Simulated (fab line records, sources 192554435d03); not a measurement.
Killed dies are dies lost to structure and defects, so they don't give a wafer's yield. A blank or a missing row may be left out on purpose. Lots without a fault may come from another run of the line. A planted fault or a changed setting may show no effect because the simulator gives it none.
Chamber matching | flow n5_finfet | N5_MOL_CONTACT_COAG_VIA_ETCH_117 on rie_diel-05: 4 sister chambers
The step etches SiO2 in C4F6/O2, target depth 40 nm, overetch 8 nm, time 26 s. 8 wafers are shown with their chamber, then 10 later ones without.

WAFERS WITH THEIR CHAMBER
wafer  | chamber | rf_vpp_V (V) | drypump_motor_current_A (A)
L076.6 | 1       | 1535         | 6.4
L081.2 | 1       | 1534         | 6.4
L082.5 | 3       | 1638         | 5.3
L083.2 | 0       | 1594         | 5.2
L083.3 | 3       | 1637         | 5.2
L083.4 | 2       | 1614         | 5.4
L084.2 | 2       | 1616         | 5.4
L084.4 | 0       | 1593         | 5.3

WAFERS WITHOUT THEIR CHAMBER
wafer  | rf_vpp_V (V) | drypump_motor_current_A (A)
L084.5 | 1616         | 5.4
L091.1 | 1636         | 5.3
L091.2 | 1614         | 5.4
L091.4 | 1534         | 6.4
L096.2 | 1637         | 5.2
L096.3 | 1593         | 5.3
L096.4 | 1614         | 5.4
L097.1 | 1636         | 5.2
L097.2 | 1593         | 5.2
L097.4 | 1613         | 5.4

WHICH CHAMBER EACH WENT THROUGH
wafer  | from the rows above | in truth
L084.5 | 2                   | 2
L091.1 | 3                   | 3
L091.2 | 2                   | 2
L091.4 | 1                   | 1
L096.2 | 3                   | 3
L096.3 | 0                   | 0
L096.4 | 2                   | 2
L097.1 | 3                   | 3
L097.2 | 0                   | 0
L097.4 | 2                   | 2
Placed correctly: 10 of 10. Can't be placed from these rows: 0. Placed wrongly: 0.
How it was worked out, from the rows above alone: a wafer's distance from a chamber is the root of the sum, over the readings, of the square of ((its reading less the chamber's mean) divided by the reading's scatter). The wafer belongs to the nearest chamber; if the next one is less than 2 further off, it can't be placed. A chamber's mean is the mean of its shown wafers. The scatter: the root of (the sum of the squares of (reading less its chamber's mean) over the shown wafers, divided by (wafers less chambers)).
